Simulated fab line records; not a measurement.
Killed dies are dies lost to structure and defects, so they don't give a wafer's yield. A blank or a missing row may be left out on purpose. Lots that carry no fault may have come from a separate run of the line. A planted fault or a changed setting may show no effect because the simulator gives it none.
fab line records -- flow n5Finfet
record: lots: 7, wafers: 39
route steps=1938 shown ZERO_LAYER@14 SD_EPI_N@269 BEOL_M0_SAQP@663 BEOL_M1@800 BEOL_M2@906 BEOL_M3@1006 BEOL_M6@1233 BEOL_M7@1308 BEOL_M10@1488 BEOL_M13@1705 PAD_METAL@1896 PASSIVATION@1936
startH: the number of hours between the record's first day and the start of the first shown wafer of the lot -- waitH: hours elapsed since this lot's preceding step -- " the same as in the row above -- L1.1+2: a single row standing in for several wafers -- - value missing, or start not given -- * or withheld: withheld -- < > ~ a bound
route shown NAME@n: NAME is a module with steps in the file, n the number in the route of the first one -- usual: average and standard deviation across the fault-free wafers -- same: alike in all rows -- chamber/n: place in a boat -- sites: per-site readings -- _std_site: how widely they spread, as a standard deviation -- _edge_site: inner sites' mean taken away from outer sites' mean -- radiusMm: how far each site lies from the wafer's centre -- mask NAME#n: copy n -- behind: the tool/chamber that last shaped the wafer -- hold: why the lot was held/for how many hours/how that ended -- device: which transistor (n, p or np) failed to switch -- end of line: the same wafers' tests at the end of the route -- a step without rows: its recipe alone -- killed: dies lost to structure and defects at the first sort, not the wafer's yield -- map: shows each die of a wafer: x if killed, . if not, _ if none is there
set.NAME: the setting as run; set.NAME@STEP: as run at that earlier step -- model.NAME: the simulator's own value behind a step, which no gauge read
lots whose settings were changed on purpose; a table a step, a row a wafer
== steps ==
step: N5_ZERO_LAYER_DESCUM_16
recipe: chemistry: O2, timeS: 7.9, sourcePowerW: 50, biasPowerW: 20, pressureMtorr: 20, rfFrequencyHz: 2.712e+07, tempC: 40, o2FlowSccm: 225
step: N5_SD_EPI_N_DEVELOP_08
recipe: developTimeS: 30, developer: TMAH, resist: CAR-ArF-block, devTempC: 23, rinseLiquid: diw, dry: airSpin
step: N5_BEOL_M0_SAQP_SPACER1_ALD_98
recipe: material: SiO2, targetThkA: 128, tempC: 300, aldPrecursorFamily: BDEAS, aldCoReactant: O2-plasma, pulseTimeS: 1, purgeTimeS: 2, coReactantPurgeTimeS: 2, aldCycles: 138, pressureTorr: 2
step: N5_BEOL_M1_TRENCH_ETCH_37
recipe: chemistry: C4F6/O2, targetDepthA: 552.07, target: SiOC, timeS: 29, ionEnergyEv: 250, pressureMtorr: 30, sourceW: 355, biasW: 185, Ar_flow_sccm: 300, C4F6_flow_sccm: 10, O2_flow_sccm: 10
step: N5_BEOL_M2_SPUTTER_79
recipe: material: Cu, targetThkA: 45, tempC: -20, chamberPressurePa: 0.07, powerW: withheld, timeS: 8.29
step: N5_BEOL_M3_SPUTTER_92
step: N5_BEOL_M6_ETCH_66
recipe: chemistry: N2/H2, target: SOC, targetDepthA: 800, overetchA: 160, maskMaterial: SiARC, tempC: 40, timeS: 120, ionEnergyEv: 200, pressureMtorr: 30, sourceW: 840, biasW: 150, n2FlowSccm: 200, h2FlowSccm: 200
step: N5_BEOL_M7_TRENCH_ETCH_37
recipe: chemistry: C4F6/O2, targetDepthA: 934.78, target: SiCOH_lowk, timeS: 31.2, ionEnergyEv: 250, pressureMtorr: 30, sourceW: 345, biasW: 185, Ar_flow_sccm: 300, C4F6_flow_sccm: 10, O2_flow_sccm: 10
step: N5_BEOL_M10_ETCH_62
recipe: chemistry: N2/H2, target: SOC, targetDepthA: 1100, overetchA: 220, maskMaterial: SiARC, tempC: 40, timeS: 165, ionEnergyEv: 200, pressureMtorr: 30, sourceW: 840, biasW: 150, n2FlowSccm: 200, h2FlowSccm: 200
step: N5_BEOL_M13_SPUTTER_43
recipe: material: TaN, targetThkA: 150, tempC: 50, biasV: 168.6, powerW: 15000, chamberPressurePa: 0.12, timeS: 24.19
step: N5_PASSIVATION_AL_DEP_21
recipe: material: Al, targetThkA: 28000, tempC: 400, timeS: 170, powerW: 30000, chamberPressurePa: 0.4, gas: Ar
step: N5_PASSIVATION_PROBE_49
usual: killedDies: 107/17
lot.wafer,tool,chamber,startH,waitH,set.timeS@ZERO_LAYER_DESCUM_16,set.developTimeS@SD_EPI_N_DEVELOP_08,set.aldCycles@BEOL_M0_SAQP_SPACER1_ALD_98,set.targetDepthA@BEOL_M1_TRENCH_ETCH_37,set.timeS@BEOL_M2_SPUTTER_79,set.timeS@BEOL_M3_SPUTTER_92,set.targetDepthA@BEOL_M6_ETCH_66,set.timeS@BEOL_M7_TRENCH_ETCH_37,set.timeS@BEOL_M10_ETCH_62,set.timeS@BEOL_M13_SPUTTER_43,set.targetThkA@PASSIVATION_AL_DEP_21,killedDies
L074.1,prober-02,-,272.55,0.0,7.9,30,70,408.1,8.29,8.29,960.4,17.55,227.6,31.76,18360,1180
L074.2,prober-02,-,272.60,0.1,7.9,30,70,408.1,10.8,4.373,800,17.55,227.6,24.19,18360,1180
L074.3,prober-02,-,272.65,0.1,7.9,30,138,552.07,8.29,8.29,800,31.2,165,31.76,28000,131
L074.4,prober-02,-,272.70,0.2,7.9,30,138,552.07,10.8,8.29,960.4,31.2,165,24.19,18360,100
L074.5,prober-02,-,272.75,0.2,7.9,30,70,552.07,10.8,4.373,800,17.55,165,24.19,28000,1180
L074.6,prober-02,-,272.80,0.3,7.9,30,138,408.1,8.29,4.373,960.4,31.2,227.6,31.76,28000,117
L076.1,prober-01,-,286.07,0.0,9.946,30,108,869.5,4.05,12.28,648,15.4,165,36.55,43100,1180
L076.2,prober-01,-,286.12,0.1,9.946,30,138,552.07,8.29,8.29,648,15.4,165,36.55,28000,1028
L076.3,prober-01,-,286.17,0.1,7.9,30,108,552.07,4.05,12.28,800,15.4,165,24.19,43100,1180
L076.4,prober-01,-,286.22,0.2,7.9,16.43,138,869.5,4.05,8.29,800,31.2,165,24.19,28000,1129
L076.5,prober-01,-,286.27,0.2,9.946,16.43,108,869.5,8.29,8.29,800,31.2,165,36.55,43100,1180
L076.6,prober-01,-,286.32,0.3,7.9,16.43,138,552.07,8.29,12.28,648,31.2,165,24.19,28000,93
L080.1,prober-01,-,310.89,0.0,3.443,30,62,552.07,8.29,8.29,800,44.46,165,24.19,28000,1180
L080.2,prober-01,-,310.94,0.1,7.9,30,138,800.7,8.29,8.29,800,31.2,127.9,24.19,15040,777
L080.3,prober-01,-,310.99,0.1,7.9,30,62,552.07,8.29,8.29,642.6,31.2,165,24.19,28000,1180
L080.4,prober-01,-,311.04,0.2,3.443,30,138,552.07,8.29,5.703,800,44.46,127.9,24.19,28000,275
L080.5,prober-01,-,311.09,0.2,3.443,30,138,800.7,8.29,5.703,642.6,31.2,165,24.19,15040,448
L080.6,prober-01,-,311.14,0.3,7.9,30,62,800.7,8.29,5.703,642.6,44.46,127.9,24.19,15040,1180
L083.1,prober-02,-,317.43,0.0,9.256,30,138,552.07,8.29,3.329,800,19.08,165,24.19,28000,161
L083.2,prober-02,-,317.48,0.1,9.256,43.97,112,427.8,8.29,3.329,800,31.2,165,24.19,22110,963
L083.3,prober-02,-,317.53,0.1,7.9,43.97,138,427.8,8.29,8.29,522.8,31.2,165,24.19,28000,127
L083.4,prober-02,-,317.58,0.2,9.256,30,112,427.8,6.172,3.329,522.8,19.08,165,24.19,28000,980
L083.5,prober-02,-,317.63,0.2,7.9,30,138,552.07,6.172,8.29,522.8,31.2,165,24.19,22110,109
L083.6,prober-02,-,317.68,0.3,7.9,43.97,112,552.07,6.172,8.29,800,19.08,165,24.19,22110,997
L085.1,prober-02,-,352.81,0.0,7.9,20.26,179,552.07,8.29,6.048,800,13.96,103.9,34.37,28000,1180
L085.2,prober-02,-,352.86,0.1,7.9,30,138,552.07,8.29,6.048,800,31.2,103.9,24.19,28000,1180
L085.3,prober-02,-,352.91,0.1,7.9,20.26,179,552.07,6.818,8.29,369.9,31.2,103.9,34.37,28000,1180
L085.4,prober-02,-,352.96,0.2,4.612,30,179,552.07,8.29,8.29,369.9,13.96,165,24.19,28000,1180
L085.5,prober-02,-,353.01,0.2,4.612,30,138,552.07,6.818,8.29,800,13.96,165,34.37,28000,1180
L085.6,prober-02,-,353.06,0.3,4.612,20.26,138,552.07,6.818,6.048,369.9,31.2,165,24.19,28000,958
L089.1,prober-01,-,374.72,0.0,7.9,37.54,138,881.9,8.29,8.29,800,31.2,165,34.89,23190,1137
L089.2,prober-01,-,374.77,0.1,7.9,37.54,138,552.07,8.29,8.29,800,39.91,235.8,24.19,23190,79
L089.3,prober-01,-,374.82,0.1,7.9,30,138,881.9,5.43,8.29,800,39.91,235.8,34.89,23190,1135
L089.4,prober-01,-,374.87,0.2,7.9,30,138,552.07,8.29,8.29,800,31.2,235.8,34.89,28000,106
L089.5,prober-01,-,374.92,0.2,7.9,37.54,138,552.07,5.43,8.29,800,31.2,165,24.19,28000,106
L089.6,prober-01,-,374.97,0.3,7.9,30,138,881.9,5.43,8.29,800,39.91,165,24.19,28000,1148
L097.1,prober-02,-,426.06,0.0,7.9,30,138,552.07,8.29,8.29,800,31.2,165,24.19,28000,124
L097.2,prober-02,-,426.11,0.1,7.9,30,138,552.07,8.29,8.29,800,31.2,165,24.19,28000,140
L097.4,prober-02,-,426.21,0.2,7.9,30,138,552.07,8.29,8.29,800,31.2,165,24.19,28000,111
killed by level:class
L074.1 BEOL_M0_SAQP:areaAld=1079 MOL_CONTACT_COAG:geometricParticle:open=15 BEOL_M0_SAQP:geometricParticle:short=13 BEOL_M0_SAQP:geometricParticle:open=8 BEOL_M1:geometricParticle:open=8 GATE_CUT:geometricParticle:short=6 BEOL_M3:geometricParticle:open=6 STI_FIN_REVEAL:geometricParticle:open=5
L074.2 BEOL_M0_SAQP:areaAld=1087 FIN_SAQP:geometricParticle:short=9 STI_FIN_REVEAL:geometricParticle:open=9 MOL_CONTACT_COAG:geometricParticle:open=8 BEOL_M0_SAQP:geometricParticle:open=8 BEOL_M0_SAQP:geometricParticle:short=7 BEOL_M2:geometricParticle:open=6 FIN_SAQP:geometricParticle:open=5
L074.3 MOL_CONTACT_COAG:geometricParticle:open=21 BEOL_M0_SAQP:geometricParticle:open=20 STI_FIN_REVEAL:geometricParticle:open=11 BEOL_M0_SAQP:geometricParticle:short=10 MOL_CONTACT_COAG:geometricParticle:short=8 DUMMY_GATE:geometricParticle:open=6 BEOL_M2:geometricParticle:open=6 BEOL_M1:geometricParticle:open=6
L074.4 BEOL_M0_SAQP:geometricParticle:short=22 BEOL_M0_SAQP:geometricParticle:open=9 STI_FIN_REVEAL:geometricParticle:open=6 DUMMY_GATE:geometricParticle:open=6 MOL_CONTACT_COAG:geometricParticle:open=6 GATE_CUT:geometricParticle:short=5 MOL_CONTACT_COAG:geometricParticle:short=4 BEOL_M2:geometricParticle:open=4
L074.5 BEOL_M0_SAQP:areaAld=1075 MOL_CONTACT_COAG:geometricParticle:open=25 STI_FIN_REVEAL:geometricParticle:open=13 BEOL_M0_SAQP:geometricParticle:short=8 BEOL_M0_SAQP:geometricParticle:open=7 FIN_SAQP:geometricParticle:open=5 MOL_CONTACT_COAG:geometricParticle:short=5 BEOL_M1:geometricParticle:open=4
L074.6 STI_FIN_REVEAL:geometricParticle:open=30 BEOL_M0_SAQP:geometricParticle:open=16 FIN_SAQP:geometricParticle:open=11 MOL_CONTACT_COAG:geometricParticle:open=8 STI_FIN_REVEAL:geometricParticle:short=5 BEOL_M0_SAQP:geometricParticle:short=5 BEOL_M3:geometricParticle:open=5 FIN_SAQP:geometricParticle:short=4
L076.1 BEOL_M0_SAQP:areaAld=1075 MOL_CONTACT_COAG:geometricParticle:open=16 FIN_SAQP:geometricParticle:short=13 FIN_SAQP:geometricParticle:open=7 BEOL_M2:geometricParticle:open=7 BEOL_M3:geometricParticle:open=7 BEOL_M4:geometricParticle:open=7 BEOL_M0:geometricParticle:open=6
L076.2 BEOL_M7:areaEcd=893 BEOL_M3:geometricParticle:open=18 BEOL_M2:geometricParticle:open=14 BEOL_M0_SAQP:geometricParticle:short=13 STI_FIN_REVEAL:geometricParticle:open=11 BEOL_M1:geometricParticle:open=11 MOL_CONTACT_COAG:geometricParticle:open=10 FIN_SAQP:geometricParticle:open=7
L076.3 BEOL_M0_SAQP:areaAld=1065 STI_FIN_REVEAL:geometricParticle:open=15 MOL_CONTACT_COAG:geometricParticle:open=12 BEOL_M0_SAQP:geometricParticle:open=10 FIN_SAQP:geometricParticle:open=7 FIN_SAQP:geometricParticle:short=6 BEOL_M3:geometricParticle:open=6 BEOL_M0_SAQP:geometricParticle:short=5
L076.4 BEOL_M1:areaEtch=1030 BEOL_M2:geometricParticle:open=13 FIN_SAQP:geometricParticle:open=7 MOL_CONTACT_COAG:geometricParticle:open=7 BEOL_M4:geometricParticle:open=7 FIN_SAQP:geometricParticle:short=5 STI_FIN_REVEAL:geometricParticle:open=5 BEOL_M0:geometricParticle:short=5
L076.5 BEOL_M0_SAQP:areaAld=1054 MOL_CONTACT_COAG:geometricParticle:open=12 BEOL_M4:geometricParticle:open=12 STI_FIN_REVEAL:geometricParticle:open=10 BEOL_M0_SAQP:geometricParticle:open=9 BEOL_M0_SAQP:geometricParticle:short=9 BEOL_M3:geometricParticle:open=8 FIN_SAQP:geometricParticle:open=7
L076.6 MOL_CONTACT_COAG:geometricParticle:open=14 BEOL_M0_SAQP:geometricParticle:open=8 BEOL_M1:geometricParticle:open=8 MOL_CONTACT_COAG:geometricParticle:short=6 BEOL_M3:geometricParticle:open=6 BEOL_M0_SAQP:geometricParticle:short=5 BEOL_M5:geometricParticle:open=5 PASS1_CAP:geometricParticle:short=5
L080.1 BEOL_M0_SAQP:areaAld=1065 BEOL_M0_SAQP:geometricParticle:short=19 BEOL_M0_SAQP:geometricParticle:open=18 MOL_CONTACT_COAG:geometricParticle:open=11 FIN_SAQP:geometricParticle:open=9 STI_FIN_REVEAL:geometricParticle:open=9 BEOL_M1:geometricParticle:open=9 STARTING-WAFER:geometricParticle:short=5
L080.2 BEOL_M1:areaEtch=664 FIN_SAQP:geometricParticle:open=15 BEOL_M0_SAQP:geometricParticle:short=14 BEOL_M0_SAQP:geometricParticle:open=8 BEOL_M1:geometricParticle:open=7 MOL_CONTACT_COAG:geometricParticle:open=6 BEOL_M4:geometricParticle:open=6 FIN_SAQP:geometricParticle:short=5
L080.3 BEOL_M0_SAQP:areaAld=1070 BEOL_M0_SAQP:geometricParticle:open=21 BEOL_M0_SAQP:geometricParticle:short=12 STI_FIN_REVEAL:geometricParticle:open=9 BEOL_M1:geometricParticle:open=8 MOL_CONTACT_COAG:geometricParticle:open=7 BEOL_M3:geometricParticle:open=6 BEOL_M2:geometricParticle:open=5
L080.4 BEOL_M10:areaEtch=175 MOL_CONTACT_COAG:geometricParticle:open=12 BEOL_M0_SAQP:geometricParticle:short=10 BEOL_M0_SAQP:geometricParticle:open=10 STI_FIN_REVEAL:geometricParticle:open=7 BEOL_M4:geometricParticle:open=7 FIN_SAQP:geometricParticle:open=5 FIN_SAQP:geometricParticle:short=5
L080.5 BEOL_M1:areaEtch=335 BEOL_M0_SAQP:geometricParticle:short=14 BEOL_M0_SAQP:geometricParticle:open=11 FIN_SAQP:geometricParticle:open=9 MOL_CONTACT_COAG:geometricParticle:open=9 BEOL_M2:geometricParticle:open=9 BEOL_M1:geometricParticle:open=7 BEOL_M4:geometricParticle:open=7
L080.6 BEOL_M0_SAQP:areaAld=1081 BEOL_M4:geometricParticle:open=14 STI_FIN_REVEAL:geometricParticle:open=11 BEOL_M0_SAQP:geometricParticle:open=10 BEOL_M0_SAQP:geometricParticle:short=8 FIN_SAQP:geometricParticle:open=7 MOL_CONTACT_COAG:geometricParticle:open=6 FIN_SAQP:geometricParticle:short=5
L083.1 BEOL_M7:areaEcd=54 STI_FIN_REVEAL:geometricParticle:open=11 MOL_CONTACT_COAG:geometricParticle:open=10 DUMMY_GATE:geometricParticle:open=10 BEOL_M3:geometricParticle:open=8 BEOL_M0_SAQP:geometricParticle:short=7 FIN_SAQP:geometricParticle:open=5 BEOL_M2:geometricParticle:open=5
L083.2 BEOL_M0_SAQP:areaAld=858 MOL_CONTACT_COAG:geometricParticle:open=17 BEOL_M3:geometricParticle:open=12 BEOL_M2:geometricParticle:open=9 DUMMY_GATE:geometricParticle:open=7 BEOL_M0_SAQP:geometricParticle:short=6 BEOL_M0_SAQP:geometricParticle:open=6 BEOL_M5:geometricParticle:open=5
L083.3 BEOL_M3:geometricParticle:open=14 BEOL_M2:geometricParticle:open=12 MOL_CONTACT_COAG:geometricParticle:open=10 BEOL_M1:geometricParticle:open=10 STI_FIN_REVEAL:geometricParticle:open=8 BEOL_M2:geometricParticle:short=8 BEOL_M0_SAQP:geometricParticle:short=7 BEOL_M0_SAQP:geometricParticle:open=7
L083.4 BEOL_M0_SAQP:areaAld=884 BEOL_M1:geometricParticle:open=8 DUMMY_GATE:geometricParticle:open=7 BEOL_M0_SAQP:geometricParticle:short=7 HKMG_FIN:areaEtch=6 GATE_CUT:geometricParticle:short=5 BEOL_M2:geometricParticle:open=5 BEOL_M3:geometricParticle:open=5
L083.5 BEOL_M0_SAQP:geometricParticle:open=13 BEOL_M3:geometricParticle:open=13 STI_FIN_REVEAL:geometricParticle:open=11 MOL_CONTACT_COAG:geometricParticle:open=9 FIN_SAQP:geometricParticle:short=5 DUMMY_GATE:geometricParticle:short=5 BEOL_M1:geometricParticle:short=5 FIN_SAQP:geometricParticle:open=4
L083.6 BEOL_M0_SAQP:areaAld=892 BEOL_M7:areaEcd=18 BEOL_M2:geometricParticle:open=10 STI_FIN_REVEAL:geometricParticle:open=6 BEOL_M0_SAQP:geometricParticle:open=6 BEOL_M3:geometricParticle:open=6 GATE_CUT:geometricParticle:open=5 MOL_CONTACT_COAG:geometricParticle:open=5
L085.1 BEOL_M0_SAQP:areaAld=1055 MOL_CONTACT_COAG:geometricParticle:open=20 FIN_SAQP:geometricParticle:short=13 BEOL_M3:geometricParticle:open=11 BEOL_M0_SAQP:geometricParticle:open=10 BEOL_M2:geometricParticle:open=10 GATE_CUT:geometricParticle:short=9 BEOL_M0_SAQP:geometricParticle:short=8
L085.2 BEOL_M10:areaEtch=1071 STI_FIN_REVEAL:geometricParticle:open=14 MOL_CONTACT_COAG:geometricParticle:open=12 DUMMY_GATE:geometricParticle:open=9 GATE_CUT:geometricParticle:short=7 FIN_SAQP:geometricParticle:short=6 BEOL_M0_SAQP:geometricParticle:short=6 MOL_CONTACT_COAG:geometricParticle:short=6
L085.3 BEOL_M0_SAQP:areaAld=1071 MOL_CONTACT_COAG:geometricParticle:open=13 STI_FIN_REVEAL:geometricParticle:open=10 FIN_SAQP:geometricParticle:open=7 FIN_SAQP:geometricParticle:short=7 GATE_CUT:geometricParticle:short=7 DUMMY_GATE:geometricParticle:open=6 STARTING-WAFER:geometricParticle:short=6
L085.4 BEOL_M0_SAQP:areaAld=1073 MOL_CONTACT_COAG:geometricParticle:open=14 BEOL_M0_SAQP:geometricParticle:short=11 BEOL_M2:geometricParticle:open=8 BEOL_M3:geometricParticle:open=8 FIN_SAQP:geometricParticle:open=7 BEOL_M0_SAQP:geometricParticle:open=6 BEOL_M4:geometricParticle:open=6
L085.5 BEOL_M7:areaEcd=1086 STI_FIN_REVEAL:geometricParticle:open=12 DUMMY_GATE:geometricParticle:open=7 BEOL_M2:geometricParticle:open=7 MOL_CONTACT_COAG:geometricParticle:open=7 BEOL_M0_SAQP:geometricParticle:open=6 HKMG_FIN:areaEtch=6 BEOL_M0_SAQP:geometricParticle:short=5
L085.6 BEOL_M6:areaEtch=874 BEOL_M0_SAQP:geometricParticle:open=7 FIN_SAQP:geometricParticle:open=6 BEOL_M0_SAQP:geometricParticle:short=6 BEOL_M2:geometricParticle:open=5 DUMMY_GATE:geometricParticle:open=4 MOL_CONTACT_COAG:geometricParticle:open=4 BEOL_M4:geometricParticle:open=4
L089.1 BEOL_M1:areaEtch=1042 MOL_CONTACT_COAG:geometricParticle:open=14 STI_FIN_REVEAL:geometricParticle:open=14 STI_FIN_REVEAL:geometricParticle:short=8 BEOL_M2:geometricParticle:open=7 FIN_SAQP:geometricParticle:short=6 BEOL_M3:geometricParticle:open=5 FIN_SAQP:geometricParticle:open=4
L089.2 MOL_CONTACT_COAG:geometricParticle:open=14 FIN_SAQP:geometricParticle:open=8 FIN_SAQP:geometricParticle:short=8 BEOL_M2:geometricParticle:open=6 STI_FIN_REVEAL:geometricParticle:open=4 BEOL_M0_SAQP:geometricParticle:open=4 BEOL_M1:geometricParticle:open=4 BEOL_M0_SAQP:geometricParticle:short=3
L089.3 BEOL_M1:areaEtch=1030 MOL_CONTACT_COAG:geometricParticle:open=15 FIN_SAQP:geometricParticle:open=10 STI_FIN_REVEAL:geometricParticle:open=9 BEOL_M0_SAQP:geometricParticle:short=9 DUMMY_GATE:geometricParticle:open=5 BEOL_M0_SAQP:geometricParticle:open=5 BEOL_M2:geometricParticle:open=5
L089.4 MOL_CONTACT_COAG:geometricParticle:open=16 STI_FIN_REVEAL:geometricParticle:open=13 FIN_SAQP:geometricParticle:open=10 BEOL_M0_SAQP:geometricParticle:open=9 FIN_SAQP:geometricParticle:short=8 BEOL_M0_SAQP:geometricParticle:short=8 BEOL_M1:geometricParticle:short=4 DUMMY_GATE:geometricParticle:open=3
L089.5 MOL_CONTACT_COAG:geometricParticle:open=26 FIN_SAQP:geometricParticle:open=9 STI_FIN_REVEAL:geometricParticle:open=5 STARTING-WAFER:geometricParticle:open=5 BEOL_M0:geometricParticle:open=5 BEOL_M1:geometricParticle:short=5 BEOL_M4:geometricParticle:open=5 BEOL_M0_SAQP:geometricParticle:open=4
L089.6 BEOL_M1:areaEtch=1014 MOL_CONTACT_COAG:geometricParticle:open=18 STI_FIN_REVEAL:geometricParticle:open=14 BEOL_M2:geometricParticle:open=12 BEOL_M0_SAQP:geometricParticle:short=10 BEOL_M3:geometricParticle:open=9 BEOL_M4:geometricParticle:open=7 BEOL_M0_SAQP:geometricParticle:open=7
L097.1 FIN_SAQP:geometricParticle:open=16 FIN_SAQP:geometricParticle:short=13 BEOL_M0_SAQP:geometricParticle:open=9 BEOL_M0_SAQP:geometricParticle:short=8 BEOL_M2:geometricParticle:open=7 BEOL_M3:geometricParticle:open=7 BEOL_M4:geometricParticle:open=7 MOL_CONTACT_COAG:geometricParticle:open=6
L097.2 MOL_CONTACT_COAG:geometricParticle:open=16 BEOL_M4:geometricParticle:open=13 FIN_SAQP:geometricParticle:short=10 FIN_SAQP:geometricParticle:open=10 BEOL_M0_SAQP:geometricParticle:short=9 DUMMY_GATE:geometricParticle:open=8 BEOL_M2:geometricParticle:open=8 GATE_CUT:geometricParticle:short=7
L097.4 FIN_SAQP:geometricParticle:short=15 FIN_SAQP:geometricParticle:open=12 BEOL_M0_SAQP:geometricParticle:short=9 BEOL_M4:geometricParticle:open=7 STI_FIN_REVEAL:geometricParticle:open=6 DUMMY_GATE:geometricParticle:open=6 BEOL_M2:geometricParticle:open=4 BEOL_M0_SAQP:geometricParticle:open=4
== key ==
split: step: N5_ZERO_LAYER_DESCUM_16, setting: timeS, statedAs: 7.9
response none clear
split: step: N5_SD_EPI_N_DEVELOP_08, setting: developTimeS, statedAs: 30
response none clear
split: step: N5_BEOL_M0_SAQP_SPACER1_ALD_98, setting: aldCycles, statedAs: 138
response: step: N5_PASSIVATION_PROBE_49, reading: killedDies, slope: -16.6, per: 1%, togetherWith: all, explained: 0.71
split: step: N5_BEOL_M1_TRENCH_ETCH_37, setting: targetDepthA, statedAs: 552.07
response none clear
split: step: N5_BEOL_M2_SPUTTER_79, setting: timeS, statedAs: 8.29
response none clear
split: step: N5_BEOL_M3_SPUTTER_92, setting: timeS, statedAs: 8.29
response none clear
split: step: N5_BEOL_M6_ETCH_66, setting: targetDepthA, statedAs: 800
response none clear
split: step: N5_BEOL_M7_TRENCH_ETCH_37, setting: timeS, statedAs: 31.2
response none clear
split: step: N5_BEOL_M10_ETCH_62, setting: timeS, statedAs: 165
response none clear
split: step: N5_BEOL_M13_SPUTTER_43, setting: timeS, statedAs: 24.19
response none clear
split: step: N5_PASSIVATION_AL_DEP_21, setting: targetThkA, statedAs: 28000
response none clear
